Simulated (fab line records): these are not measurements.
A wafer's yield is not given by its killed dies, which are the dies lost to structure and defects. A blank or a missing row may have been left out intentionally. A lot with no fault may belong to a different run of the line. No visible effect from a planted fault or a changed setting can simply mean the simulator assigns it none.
A struck lot beside a sound one :: flow nandHarc :: 43 steps out of a route of 1302
Sound: wafers L261.3, L261.4, L261.5. Struck: wafer L260.5 (L260.4, L260.6, from the same lot, were not struck and are left out); the cause is given at the end.
At each step with rows: each side's tool, then ch and its chambers, then its first start. Under that, the readings that differ: sound wafers :: struck wafers :: difference of the means :: sigmas: that difference in standard deviations of wafers without a fault.
alike: same words and numbers on both sides, and readings whose means sit less than 2 such deviations apart. not compared: any withheld reading, any reading some wafer has no value for, any bound like >300 that may hide the same value, and any number with overlapping values for which the record gives no deviation.
The two part at a step that has a row with sigmas, a row that says differs or no value, or rows on one side only. Numbers that don't overlap but have no deviation are shown without sigmas and don't part them. A reading missing from all wafers of one side parts the sides only when that side holds two or more wafers.

first, 6 steps without rows for these wafers: NHARC_A_CONTACT_COAT_63 (resist thk 90 nm); NHARC_A_CONTACT_SOFTBAKE_64 (time 55 s); NHARC_A_CONTACT_EBR_65; NHARC_A_CONTACT_EXPOSE_66 (exposes mask A CC 2); NHARC_A_CONTACT_PEB_67 (peb time 65 s); NHARC_A_CONTACT_DEVELOP_68 (develop time 35 s).
NHARC_A_CONTACT_CD_MEAS_69 targets a cd of 300 nm.
  sound on cdSem-02 ch 0, day 22 13:05; struck on cdSem-01 ch 0, day 24 23:34
  alike: cdNm
NHARC_A_CONTACT_OVL_MEAS_70:
  sound on overlay-02, day 22 13:11; struck on overlay-02, day 24 23:39
  alike: overlayXNm, overlayYNm
NHARC_A_CONTACT_INSPECT_71:
  sound on defectInspect-01, day 22 13:13; struck on defectInspect-01, day 24 23:41
  alike: rawDefectCount
then, 3 steps without rows for these wafers: NHARC_A_CONTACT_DESCUM_74 (chemistry O2, time 3 s); NHARC_A_CONTACT_ETCH_75 (etches the open film in CF4, target depth 39 nm, time 65 s); NHARC_A_CONTACT_ETCH_76 (etches the open film in N2/H2, target depth 260 nm, time 475.3 s).
NHARC_A_CONTACT_ETCH_77: etches the open film in CF4/CHF3, target depth 108.9 nm, time 54.5 s.
  sound on rieDiel-13 ch 0,2,3, day 22 13:48; struck on rieDiel-13 ch 1, day 25 00:19
  alike: drypumpMotorCurrentA, oesProductAu, rfVppV, showerheadPlenumPTorr, throttleValvePct
  not compared: rfHoursCounterH
then, 5 steps without rows for these wafers: NHARC_A_CONTACT_ETCH_78 (etches the open film in O2/COS, target depth 5300 nm, time 1378 s); NHARC_A_CONTACT_ETCH_124 (etches the open film in C4F8/O2/Ar, time 140 s, target depth 700 nm); NHARC_A_CONTACT_ETCH_125 (etches the open film in C4F8/O2/Ar, time 197 s, target depth 1918 nm); NHARC_A_CONTACT_ETCH_126 (etches the open film in C4F8/O2/Ar, time 197 s, target depth 1918 nm); NHARC_A_CONTACT_ETCH_127 (etches the open film in C4F8/O2/Ar, time 197 s, target depth 1918 nm).
NHARC_A_CONTACT_ETCH_128: etches the open film in C4F8/O2/Ar, time 197 s, target depth 1918 nm.
  sound on harCapEtch-01 ch 0,1, day 22 15:36; struck on harCapEtch-02 ch 1, day 25 02:48
  not compared: rfHoursCounterH
NHARC_A_CONTACT_ETCH_129: etches the open film in C4F8/O2/Ar, time 197 s, target depth 1918 nm.
  sound on harCapEtch-01 ch 0,1, day 22 15:46; struck on harCapEtch-02 ch 1, day 25 02:59
  not compared: rfHoursCounterH
then, 2 steps without rows for these wafers: NHARC_A_CONTACT_ETCH_130 (etches the open film in C4F8/O2/Ar, time 197 s, target depth 1918 nm); NHARC_A_CONTACT_ETCH_131 (etches the open film in C4F8/O2/Ar, time 197 s, target depth 1918 nm).
NHARC_A_CONTACT_ETCH_132: etches the open film in C4F8/O2/Ar, time 197 s, target depth 1924 nm.
  sound on harCapEtch-01 ch 0,1, day 22 16:18; struck on harCapEtch-02 ch 1, day 25 03:31
  not compared: rfHoursCounterH
NHARC_A_CONTACT_ETCH_133: etches the open film in C4F8/O2/Ar, time 374 s, target depth 1610 nm.
  sound on harCapEtch-01 ch 0,1, day 22 16:34; struck on harCapEtch-02 ch 1, day 25 03:46
  not compared: rfHoursCounterH
then, 2 steps without rows for these wafers: NHARC_A_CONTACT_ETCH_91 (etches the open film in CH3F/O2, target depth 40 nm, time 85.7 s); NHARC_A_CONTACT_ETCH_97 (etches the open film in C4F6/O2, target depth 20 nm, time 10 s).
NHARC_A_CONTACT_CD_MEAS_80:
  sound on cdSem-01, day 22 17:25; struck on cdSem-01, day 25 04:41
  alike: cdNm
then, 6 steps without rows for these wafers: NHARC_A_CONTACT_STRIP_103 (strips in N2/H2); NHARC_A_CONTACT_STRIP_104 (strips in CF4/CHF3); NHARC_A_CONTACT_STRIP_105 (strips in O2/COS); NHARC_A_CONTACT_ETCH_106 (etches the open film in CF4/O2, target depth 90 nm, overetch 9 nm, time 49.5 s); NHARC_A_CONTACT_STRIP_82 (strips in O2); NHARC_A_CONTACT_STRIP_83 (strips in post etch residue remover, time 600 s).
NHARC_A_CONTACT_DEP_84: deposits aC, target thk 2800 nm.
  sound on aclDep-02 ch 0, day 22 19:04; struck on aclDep-02 ch 0, day 25 10:53
  alike: throttleValvePct
then, 8 steps without rows for these wafers: NHARC_A_CONTACT_DEP_85 (deposits SiON, target thk 60 nm); NHARC_A_CONTACT_DEHYDRATE_00 (time 120 s); NHARC_A_CONTACT_HMDS_01 (time 30 s); NHARC_A_CONTACT_COAT_86 (time 75 s); NHARC_A_CONTACT_COAT_87 (time 65 s); NHARC_A_CONTACT_COAT_02 (resist thk 90 nm); NHARC_A_CONTACT_SOFTBAKE_03 (time 55 s); NHARC_A_CONTACT_EBR_04.
-- the record jumps here: 2 days lie between the struck wafers' starts before and after (it left off in module A_CONTACT and takes up again in module END, whose first step shown is number 1302 of the route) --
NHARC_END_SORT_01:
  sound on prober-02 ch 0, day 25 05:31; struck on prober-01 ch 0, day 27 17:20
reading: killedAtArray
sound: 28 56 46
struck: 148
difference: +105
sigmas: +5

reading: killedDies
sound: 35 58 51
struck: 149
difference: +101
sigmas: +5
  alike: killedAtOther, killedAtPeriphery, killedOpen, killedShort

== WHERE THEY PART ==
Only at NHARC_END_SORT_01, within this record.

WHY: what had been put in by the simulator
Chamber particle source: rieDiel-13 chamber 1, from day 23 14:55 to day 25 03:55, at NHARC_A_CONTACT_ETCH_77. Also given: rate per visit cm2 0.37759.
